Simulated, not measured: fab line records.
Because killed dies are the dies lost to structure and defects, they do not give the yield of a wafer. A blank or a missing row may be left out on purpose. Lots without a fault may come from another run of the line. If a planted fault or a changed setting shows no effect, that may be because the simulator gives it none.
Lot-split experiment + flow n5Finfet + 7 lots, 39 wafers read, on a route of 1938 steps

THE SPLIT
At N5_DUMMY_GATE_ETCH_44 (etches poly-Si in HBr/O2, stops on SiO2, target depth 127.5 nm), the setting targetDepthA was moved away from the recipe's 1275 angstrom on 18 of the 39 wafers read, by -11.5% to +12.9%. All remaining wafers had this setting at the recipe value.

The reading is taken at the split's own step.

THE READING
oesProductAu, in a.u., at N5_DUMMY_GATE_ETCH_44 (etches poly-Si in HBr/O2, stops on SiO2, target depth 127.5 nm). Typical for fault-free wafers on this fab line: 0.728 a.u., with standard deviation 0.013 a.u.

| wafer  | tool, chamber at the split | targetDepthA as run, angstrom | against the recipe | oesProductAu, a.u. | against lot-mates on the recipe |
|--------|----------------------------|-------------------------------|--------------------|--------------------|---------------------------------|
| L076.1 | rieSi-05, 0                | 1382                          | +8.4%              | 0.710              | -0.010                          |
| L076.2 | rieSi-05, 3                | 1275                          | recipe             | 0.725              | -                               |
| L076.3 | rieSi-05, 2                | 1382                          | +8.4%              | 0.672              | -0.048                          |
| L076.4 | rieSi-05, 1                | 1275                          | recipe             | 0.714              | -                               |
| L076.5 | rieSi-05, 3                | 1275                          | recipe             | 0.722              | -                               |
| L076.6 | rieSi-05, 0                | 1382                          | +8.4%              | 0.704              | -0.016                          |
| L080.1 | rieSi-06, 0                | 1275                          | recipe             | 0.745              | -                               |
| L080.2 | rieSi-06, 3                | 1275                          | recipe             | 0.728              | -                               |
| L080.3 | rieSi-06, 1                | 1205                          | -5.5%              | 0.758              | +0.025                          |
| L080.4 | rieSi-06, 2                | 1275                          | recipe             | 0.725              | -                               |
| L080.5 | rieSi-06, 3                | 1205                          | -5.5%              | 0.751              | +0.018                          |
| L080.6 | rieSi-06, 2                | 1205                          | -5.5%              | 0.740              | +0.007                          |
| L085.2 | rieSi-05, 0                | 1275                          | recipe             | 0.738              | -                               |
| L085.3 | rieSi-05, 1                | 1275                          | recipe             | 0.732              | -                               |
| L085.5 | rieSi-05, 1                | 1275                          | recipe             | 0.727              | -                               |
| L087.1 | rieSi-05, 2                | 1275                          | recipe             | 0.723              | -                               |
| L087.2 | rieSi-05, 0                | 1128                          | -11.5%             | 0.798              | +0.068                          |
| L087.3 | rieSi-05, 1                | 1128                          | -11.5%             | 0.779              | +0.049                          |
| L087.4 | rieSi-05, 3                | 1128                          | -11.5%             | 0.779              | +0.049                          |
| L087.5 | rieSi-05, 0                | 1275                          | recipe             | 0.734              | -                               |
| L087.6 | rieSi-05, 1                | 1275                          | recipe             | 0.732              | -                               |
| L088.1 | rieSi-03, 0                | 1275                          | recipe             | 0.717              | -                               |
| L088.2 | rieSi-03, 2                | 1275                          | recipe             | 0.725              | -                               |
| L088.3 | rieSi-03, 1                | 1440                          | +12.9%             | 0.687              | -0.036                          |
| L088.4 | rieSi-03, 3                | 1275                          | recipe             | 0.728              | -                               |
| L088.5 | rieSi-03, 3                | 1440                          | +12.9%             | 0.693              | -0.030                          |
| L088.6 | rieSi-03, 0                | 1440                          | +12.9%             | 0.691              | -0.032                          |
| L091.1 | rieSi-03, 2                | 1275                          | recipe             | 0.738              | -                               |
| L091.2 | rieSi-03, 0                | 1275                          | recipe             | 0.730              | -                               |
| L091.3 | rieSi-03, 1                | 1275                          | recipe             | 0.724              | -                               |
| L091.4 | rieSi-03, 3                | 1146                          | -10.1%             | 0.772              | +0.041                          |
| L091.5 | rieSi-03, 1                | 1146                          | -10.1%             | 0.772              | +0.041                          |
| L091.6 | rieSi-03, 0                | 1146                          | -10.1%             | 0.777              | +0.046                          |
| L096.1 | rieSi-03, 1                | 1275                          | recipe             | 0.731              | -                               |
| L096.2 | rieSi-03, 3                | 1128                          | -11.5%             | 0.793              | +0.073                          |
| L096.3 | rieSi-03, 0                | 1128                          | -11.5%             | 0.786              | +0.066                          |
| L096.4 | rieSi-03, 2                | 1275                          | recipe             | 0.708              | -                               |
| L096.5 | rieSi-03, 3                | 1275                          | recipe             | 0.720              | -                               |
| L096.6 | rieSi-03, 0                | 1128                          | -11.5%             | 0.780              | +0.060                          |

THE FIT
A straight line over all 39 wafers: oesProductAu changes by -0.00414 a.u. for each +1% of targetDepthA; r = -0.94; the points scatter about the line by 0.01 a.u.
The same after taking each lot's own level away (the mean of its wafers on the recipe; 39 wafers): -0.00393 a.u. for each +1%; r = -0.93; scatter 0.011 a.u.
The reading moves by 0.051 a.u. for the largest change in targetDepthA, on that fit.
The span of the lots' own levels, 0.7197 to 0.7327 a.u., comes to 1.0 times the standard deviation stated above.
The two slopes are in agreement: the lot-to-lot level therefore moves the slope only a little.
Check: -0.0482 a.u. against its lot-mates is what the line predicts for one of the wafers moved furthest among these (+12.9%) when that wafer is left out of the fit. Against them it came out at -0.0363 a.u.
Tool readings at the split's step, against how far the setting was moved: oesProductAu r = -0.94.

THE OTHER SPLITS THESE WAFERS WENT THROUGH
Note: prior to the reading, these wafers also went through further splits. Each is held against what the fit with the lots' levels taken away leaves over:
| other split on the same wafers | wafers away from the commonest value | r with oesProductAu (lot level and that fit taken away) |
|--------------------------------|--------------------------------------|---------------------------------------------------------|
| N5_FIN_SAQP_FIN_ETCH_36 icpW   | 12                                   | +0.01                                                   |

THE FILE'S OWN FIT
oesProductAu changes by -0.00407 a.u. for each +1% of targetDepthA, r = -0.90.
